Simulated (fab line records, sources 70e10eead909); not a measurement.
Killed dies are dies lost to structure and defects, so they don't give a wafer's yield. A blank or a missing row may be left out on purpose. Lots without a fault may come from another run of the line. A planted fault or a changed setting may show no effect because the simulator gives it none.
fab line records | flow nand_harc | part 2 of 2: steps 5 to 6 of 6
record lots=20 wafers=60 last_day=33
route steps=1302 shown P_GATE@149 P_M1@299 P_M2@333
lots that met no fault: from a run of the same line without faults
start_h: hours from the record's first day to the start of the lot's first wafer shown | wait_h: hours since the lot's step before | " the same as in the row above | L1.1+2: a row that stands for several wafers | - no value, or no start given | * or withheld: withheld | < > ~ a bound
route shown NAME@n: a module of which the file shows steps, and the number in the route of the first | usual: mean/standard deviation of fault-free wafers | same: alike in all rows | chamber/n: place in a boat | sites: the reading at each site | _std_site: their standard deviation | _edge_site: outer sites' mean less inner sites' | radius_mm: how far each site lies from the wafer's centre | mask NAME#n: copy n | behind: the tool/chamber that last shaped the wafer | hold: why the lot was held/for how many hours/how that ended | device: the transistor (n, p or np) that didn't switch | end of line: the same wafers' tests at the end of the route | a step without rows: its recipe alone | killed: dies lost to structure and defects at the first sort, not the wafer's yield | map: a wafer's dies, x killed, . not, _ none there
set.NAME: the setting as run; set.NAME@STEP: as run at that earlier step | model.NAME: the simulator's own value behind a step, which no gauge read
steps of the route over a sample of lots; a table a step, a row a wafer
services: from which hour (start_h, from the record's first day; less than 0 if before it) a tool's chamber was out of use, for how many hours, and why
## steps
# step NHARC_P_M1_ETCH_28
# recipe target_depth_a=300 over_etch_frac=0.3 time_s=72.99 ion_energy_ev=150 cf4_flow_sccm=50 n2_flow_sccm=100 ar_flow_sccm=150 rf_w=300 bias_w=100 chemistry=CF4/N2
# usual bias_w=99.99/0.28 drypump_motor_current_A=5.6/0.54 oes_product_au=0.999/0.0076 rf_vpp_V=313.5/1.5 showerhead_plenum_p_Torr=2.59/0.078 throttle_valve_pct=19.794/0.008
# same over_etch_frac=0.3
# columns lot.wafer tool chamber start_h wait_h bias_w drypump_motor_current_A oes_product_au rf_hours_counter_h rf_vpp_V showerhead_plenum_p_Torr throttle_valve_pct
L074.2 rie_diel-12 0 - - 100.20 6.5 0.999 2 316.5 2.72 19.799
L074.1 " 2 " " 99.76 5.7 1.001 3 314.1 2.57 19.786
L074.6 " 1 " " 100.06 5.2 1.006 - 313.3 2.60 19.801
L075.3 rie_diel-13 0 - - 100.28 6.5 0.998 10 312.9 2.52 19.802
L075.1 " 2 " " 99.94 5.7 1.006 10 312.6 2.56 19.791
L075.6 " 2 " " 100.14 5.7 1.010 - 312.7 2.56 19.799
L076.3 rie_diel-05 3 - - 99.99 5.4 1.001 24 312.0 2.57 19.792
L076.4 " 0 " " 100.14 5.2 1.001 18 315.6 2.71 19.797
L076.2 " 1 " " 99.69 6.1 0.997 23 312.7 2.51 19.792
L077.1 rie_diel-13 1 - - 99.88 5.2 1.007 9 313.7 2.64 19.810
L077.5 " 0 " " 99.95 6.5 0.999 - 312.4 2.52 19.796
L077.6 " 1 " " 100.14 5.2 1.005 - 314.3 2.64 19.812
L078.4 rie_diel-12 0 - - 99.57 6.5 0.985 6 315.1 2.72 19.782
L078.6 " 2 " " 100.00 5.7 0.990 - 314.4 2.57 19.791
L078.5 " 3 " " 100.01 6.1 1.001 - 312.5 2.55 19.809
L079.2 rie_diel-13 2 - - 100.28 5.7 1.012 0 312.9 2.56 19.800
L079.6 " 1 " " 99.91 5.2 1.004 - 315.1 2.64 19.807
L079.5 " 2 " " 100.04 5.7 1.005 - 313.3 2.56 19.792
L080.4 rie_diel-13 3 - - 99.96 4.9 1.009 1 312.7 2.49 19.805
L080.1 " 0 " " 99.34 6.5 1.009 1 313.2 2.52 19.793
L080.6 " 0 " " 99.51 6.5 1.001 - 313.2 2.52 19.810
L082.1 rie_diel-13 1 - - 100.13 5.2 1.010 2 315.6 2.64 19.794
L082.4 " 2 " " 99.80 5.7 1.003 2 312.6 2.56 19.777
L082.2 " 0 " " 100.10 6.5 0.996 2 312.0 2.52 19.812
L083.1 rie_diel-05 0 - - 99.88 5.3 1.004 41 314.4 2.70 19.800
L083.5 " 3 " " 100.10 5.3 1.015 - 314.4 2.56 19.788
L083.6 " 0 " " 99.82 5.3 1.013 - 316.2 2.70 19.803
L084.2 rie_diel-12 2 - - 100.18 5.7 1.007 11 312.5 2.57 19.792
L084.3 " 3 " " 99.26 6.1 0.994 10 312.6 2.55 19.788
L084.5 " 1 " " 99.74 5.1 1.005 - 313.7 2.60 19.792
L085.4 rie_diel-13 2 - - 100.34 5.7 1.003 3 313.5 2.56 19.790
L085.2 " 0 " " 99.75 6.5 0.996 4 312.2 2.52 19.787
L085.5 " 1 " " 99.77 5.2 0.995 - 316.1 2.64 19.794
L086.2 rie_diel-13 0 - - 99.92 6.5 0.996 4 312.7 2.52 19.784
L086.1 " 1 " " 100.14 5.2 0.997 4 314.9 2.64 19.799
L086.3 " 2 " " 100.25 5.7 1.002 3 312.6 2.56 19.799
L087.4 rie_diel-13 0 - - 100.04 6.5 1.006 5 312.2 2.52 19.806
L087.6 " 3 " " 99.91 4.9 1.008 - 313.3 2.49 19.795
L087.5 " 0 " " 99.68 6.5 1.000 - 312.8 2.52 19.787
L090.1 rie_diel-12 0 - - 100.60 6.5 0.980 2 315.8 2.72 19.794
L090.3 " 2 " " 100.13 5.7 0.985 2 312.6 2.57 19.771
L090.5 " 3 " " 100.29 6.1 0.989 - 313.0 2.55 19.783
L091.2 rie_diel-12 0 - - 100.04 6.4 0.991 3 315.0 2.72 19.796
L091.1 " 1 " " 99.95 5.1 0.985 3 313.3 2.60 19.814
L091.5 " 2 " " 100.10 5.7 0.998 - 312.4 2.57 19.795
L092.4 rie_diel-12 3 - - 99.60 6.1 0.999 4 312.4 2.55 19.796
L092.1 " 0 " " 100.22 6.4 0.990 4 314.7 2.72 19.801
L092.2 " 1 " " 100.21 5.1 0.991 3 313.3 2.60 19.795
L093.1 rie_diel-12 3 - - 100.29 6.1 0.996 5 312.7 2.55 19.792
L093.6 " 0 " " 99.64 6.4 0.995 - 316.0 2.72 19.797
L093.5 " 1 " " 99.86 5.1 0.983 - 313.1 2.60 19.789
L095.1 rie_diel-13 2 - - 100.81 5.7 1.005 8 312.9 2.56 19.801
L095.2 " 0 " " 99.90 6.5 0.985 9 310.7 2.52 19.781
L095.5 " 3 " " 100.31 5.0 1.009 - 310.9 2.49 19.801
L096.1 rie_diel-12 1 - - 99.95 5.1 0.995 6 313.0 2.60 19.799
L096.3 " 0 " " 100.17 6.5 0.989 6 316.1 2.72 19.792
L096.6 " 1 " " 99.87 5.1 0.998 - 312.4 2.60 19.782
L097.4 rie_diel-05 3 - - 99.58 5.4 0.998 39 313.7 2.55 19.790
L097.2 " 1 " " 99.76 6.0 1.002 43 311.1 2.49 19.791
L097.1 " 2 " " 99.87 4.8 1.002 43 317.2 2.77 19.799
# step NHARC_P_M2_ETCH_15
# recipe target_depth_a=1825 time_s=91.2 c4f8_flow_sccm=withheld ar_flow_sccm=400 rf_w=600 bias_w=300 chemistry=C4F8/Ar
# usual bias_w=300.1/0.89 oes_product_au=0.935/0.021 rf_vpp_V=439.8/2.9
# columns lot.wafer tool chamber start_h wait_h bias_w oes_product_au rf_hours_counter_h rf_vpp_V
L074.1 rie_diel-09 2 - - 302.2 0.915 9.5 437.2
L074.2 " 3 " " 299.5 0.924 9.4 438.3
L074.6 " 1 " " 299.8 0.916 - 438.6
L075.3 rie_diel-09 2 - - 301.6 0.926 9.5 437.7
L075.1 " 3 " " 300.4 0.922 9.5 439.1
L075.6 " 2 " " 300.6 0.929 - 437.7
L076.2 rie_diel-02 1 - - 300.0 0.922 4.3 444.3
L076.3 " 2 " " 302.3 0.925 3.3 444.9
L076.4 " 0 " " 299.7 0.928 4.8 439.0
L077.1 rie_diel-09 3 - - 299.5 0.944 0.1 438.3
L077.6 " 0 " " 300.8 0.947 - 436.6
L077.5 " 1 " " 299.7 0.960 - 437.6
L078.4 rie_diel-07 1 - - 301.9 0.922 3.6 437.6
L078.6 " 1 " " 300.2 0.926 - 437.8
L078.5 " 2 " " 301.0 0.918 - 442.5
L079.2 rie_diel-02 3 - - 299.4 0.932 4.7 440.8
L079.6 " 1 " " 299.4 0.932 - 443.8
L079.5 " 2 " " 299.7 0.931 - 446.4
L080.4 rie_diel-07 0 - - 300.1 0.928 4.5 441.9
L080.1 " 2 " " 299.6 0.909 4.0 443.5
L080.6 " 3 " " 300.2 0.931 - 443.5
L082.1 rie_diel-02 1 - - 300.4 0.969 8.2 443.2
L082.2 " 2 " " 300.9 0.993 7.0 447.2
L082.4 " 0 " " 300.4 0.971 8.3 439.4
L083.1 rie_diel-07 1 - - 298.6 0.920 5.7 437.4
L083.6 " 1 " " 298.2 0.914 - 436.9
L083.5 " 2 " " 301.4 0.921 - 443.4
L084.3 rie_diel-09 3 - - 300.8 0.920 4.5 438.1
L084.2 " 0 " " 299.7 0.930 4.5 435.7
L084.5 " 0 " " 298.4 0.918 - 438.1
L085.2 rie_diel-09 3 - - 300.3 0.921 4.7 438.4
L085.4 " 0 " " 301.3 0.923 4.8 436.9
L085.5 " 0 " " 300.6 0.917 - 437.3
L086.3 rie_diel-07 3 - - 301.2 0.911 7.3 443.6
L086.2 " 0 " " 299.7 0.921 8.0 441.2
L086.1 " 2 " " 299.3 0.926 6.6 443.9
L087.4 rie_diel-09 1 - - 299.7 0.931 5.5 438.1
L087.5 " 2 " " 300.9 0.929 - 436.4
L087.6 " 3 " " 301.8 0.931 - 439.9
L090.1 rie_diel-09 2 - - 300.7 0.937 5.9 436.6
L090.3 " 3 " " 300.2 0.916 7.8 438.9
L090.5 " 1 " " 297.7 0.929 - 439.2
L091.2 rie_diel-02 3 - - 300.5 0.942 3.8 439.3
L091.1 " 1 " " 298.6 0.942 2.2 443.7
L091.5 " 3 " " 300.1 0.957 - 439.2
L092.4 rie_diel-07 0 - - 301.5 0.973 0.5 442.9
L092.1 " 1 " " 299.7 0.989 0.3 438.2
L092.2 " 2 " " 300.7 0.961 0.4 443.2
L093.1 rie_diel-02 3 - - 299.0 0.935 4.8 440.3
L093.5 " 3 " " 300.8 0.923 - 440.5
L093.6 " 0 " " 300.5 0.918 - 438.9
L095.2 rie_diel-09 2 - - 300.9 0.979 0.6 437.4
L095.1 " 3 " " 301.2 0.996 1.0 438.9
L095.5 " 1 " " 300.7 0.957 - 437.6
L096.3 rie_diel-07 2 - - 300.0 0.921 2.2 443.8
L096.1 " 0 " " 299.3 0.927 2.2 443.3
L096.6 " 3 " " 300.0 0.932 - 443.5
L097.1 rie_diel-09 0 - - 299.3 0.926 1.9 436.9
L097.2 " 1 " " 299.8 0.932 1.7 438.3
L097.4 " 1 " " 300.0 0.918 - 437.8
## services
# columns tool chamber start_h hours kind
rie_diel-04 3 86.96 2.7 repair
rie_diel-12 - 89.65 0.2 repair
rie_diel-12 - 91.40 9.0 pm
rie_diel-07 - 114.53 0.2 repair
rie_diel-07 - 117.20 9.0 pm
rie_diel-13 1 132.66 11.3 repair
rie_diel-07 - 137.05 0.2 repair
rie_diel-09 - 143.10 9.0 pm
rie_diel-12 3 161.16 6.3 repair
rie_diel-13 - 165.00 9.0 pm
rie_diel-04 - 177.98 9.0 pm
rie_diel-07 1 216.31 2.7 repair
rie_diel-04 2 218.43 1.9 repair
rie_diel-13 2 222.04 20.7 repair
rie_diel-13 3 247.59 6.3 repair
rie_diel-07 1 261.29 3.8 repair
rie_diel-09 2 278.50 6.1 repair
rie_diel-07 - 294.21 9.0 pm
rie_diel-09 0 298.05 10.4 repair
rie_diel-13 1 306.66 2.6 repair
rie_diel-09 - 320.10 9.0 pm
rie_diel-07 1 335.23 119.6 repair
rie_diel-13 - 342.00 9.0 pm
rie_diel-09 2 358.54 8.7 repair
